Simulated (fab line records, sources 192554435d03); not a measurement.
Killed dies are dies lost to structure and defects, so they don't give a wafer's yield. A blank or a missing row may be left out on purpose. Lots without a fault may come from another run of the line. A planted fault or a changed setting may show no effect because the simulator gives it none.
Split-lot experiment | flow n5_finfet | 7 lots, 21 wafers read, on a route of 1938 steps

THE SPLIT
At N5_DUMMY_GATE_PECVD_30 (deposits SiO2 from TEOS/O2, target thk 55 nm, time 10.8 s), the setting time_s was moved away from the recipe's 10.8 s on 2 of the 21 wafers read, by +6.3% to +10.6%. The other wafers ran this setting at the recipe's value.

FROM THE SPLIT TO THE READING: what the file shows between them, 4 steps
- N5_DUMMY_GATE_COAT_34: time 60 s, resist thk 60 nm
- N5_DUMMY_GATE_COAT_35: time 60 s, resist thk 10 nm
- N5_DUMMY_GATE_STRIP_41: strips in O2
- N5_DUMMY_GATE_HM_OPEN_21: chemistry CH3F/O2, target SiNx, target depth 120 nm, time 171.4 s

THE READING
SiO2_of_DUMMY_GATE_PECVD_30.thk_nm (the simulator's own value, which no gauge read), in nm, at N5_DUMMY_GATE_ETCH_32 (etches SiO2 in CF4, target depth 3.5 nm, time 3.9 s). The file gives no usual value for it. The 19 wafers here that ran the recipe average 41.6 nm, standard deviation 0.61 nm.

wafer  | tool, chamber at the split | time_s as run, s | against the recipe | SiO2_of_DUMMY_GATE_PECVD_30.thk_nm, nm | against lot-mates on the recipe
L078.3 | pecvd-02, 2                | 10.8             | recipe             | 41.4                                   | -
L078.5 | pecvd-02, 1                | 10.8             | recipe             | 41.4                                   | -
L078.6 | pecvd-02, 2                | 10.8             | recipe             | 41.8                                   | -
L079.1 | pecvd-03, 2,1              | 10.8             | recipe             | 40.8                                   | -
L079.2 | pecvd-03, 2,1              | 10.8             | recipe             | 40.8                                   | -
L079.3 | pecvd-03, 0                | 10.8             | recipe             | 41.6                                   | -
L084.2 | pecvd-03, 1                | 10.8             | recipe             | 40.8                                   | -
L084.3 | pecvd-03, 0                | 10.8             | recipe             | 41.2                                   | -
L084.4 | pecvd-03, 0                | 10.8             | recipe             | 42                                     | -
L086.1 | pecvd-03, 2                | 10.8             | recipe             | 40.6                                   | -
L086.5 | pecvd-03, 2                | 10.8             | recipe             | 41.6                                   | -
L086.6 | pecvd-03, 0                | 10.8             | recipe             | 42.2                                   | -
L089.2 | pecvd-03, 2                | 11.94            | +10.6%             | 45.8                                   | +4.3
L089.5 | pecvd-03, 1                | 10.8             | recipe             | 42                                     | -
L089.6 | pecvd-03, 2                | 10.8             | recipe             | 41                                     | -
L092.2 | pecvd-02, 2                | 10.8             | recipe             | 42                                     | -
L092.3 | pecvd-02, 1                | 10.8             | recipe             | 41.8                                   | -
L092.6 | pecvd-02, 2                | 10.8             | recipe             | 43                                     | -
L094.2 | pecvd-03, 0                | 11.48            | +6.3%              | 44.6                                   | +2.5
L094.5 | pecvd-03, 1                | 10.8             | recipe             | 42.4                                   | -
L094.6 | pecvd-03, 0                | 10.8             | recipe             | 41.8                                   | -
Where a row lists several chambers, the file gives one row for several wafers and doesn't say which wafer went through which chamber.

THE FIT
A straight line over all 21 wafers: SiO2_of_DUMMY_GATE_PECVD_30.thk_nm changes by +0.419 nm for each +1% of time_s; r = +0.88; the points scatter about the line by 0.62 nm.
The same after taking each lot's own level away (the mean of its wafers on the recipe; 21 wafers): +0.405 nm for each +1%; r = +0.92; scatter 0.46 nm.
On that fit, the largest move of time_s shifts the reading by 4.3 nm.
The lots' own levels span 41.07 to 42.27 nm, that is 2.0 times the standard deviation above.
So the lot-to-lot level changes the slope little: the two slopes agree.
Check: with one of the wafers moved furthest among these (+10.6%) left out of the fit, the line predicts +4.19 nm for it against its lot-mates. It came out at +4.3 nm against them.

OTHER SPLITS ON THESE WAFERS
These wafers also went through other splits before the reading. Each is held against what the fit with the lots' levels taken away leaves over:
other split on the same wafers            | wafers away from the commonest value | r with SiO2_of_DUMMY_GATE_PECVD_30.thk_nm (lot level and that fit taken away)
N5_ZERO_LAYER_EXPOSE_08 dose_mj           | 9                                    | -0.08
N5_ZERO_LAYER_DEVELOP_10 develop_time_s   | 6                                    | -0.05
N5_PMOS_HMC_CHANNEL_EPI_EXPOSE_06 dose_mj | 6                                    | +0.34
N5_PMOS_HMC_CHANNEL_EPI_DESCUM_14 time_s  | 7                                    | -0.31
N5_FIN_SAQP_SPACER1_ALD_24 ald_cycles     | 10                                   | -0.13

THE WHOLE CHAIN: every reading that the file lists as answering this split, in the file's order
step                   | what it does                                              | reading                                                                             | change (the file's fit)               | r (the file's)
N5_DUMMY_GATE_PECVD_30 | deposits SiO2 from TEOS/O2, target thk 55 nm, time 10.8 s | SiO2_of_DUMMY_GATE_PECVD_30.thk_nm (the simulator's own value, which no gauge read) | +0.395 nm for each +1% of the setting | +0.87
N5_DUMMY_GATE_ETCH_32  | etches SiO2 in CF4, target depth 3.5 nm, time 3.9 s       | SiO2_of_DUMMY_GATE_PECVD_30.thk_nm (the simulator's own value, which no gauge read) | +0.405 nm for each +1% of the setting | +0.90

THE FILE'S OWN FIT
SiO2_of_DUMMY_GATE_PECVD_30.thk_nm changes by +0.405 nm for each +1% of time_s, r = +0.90.
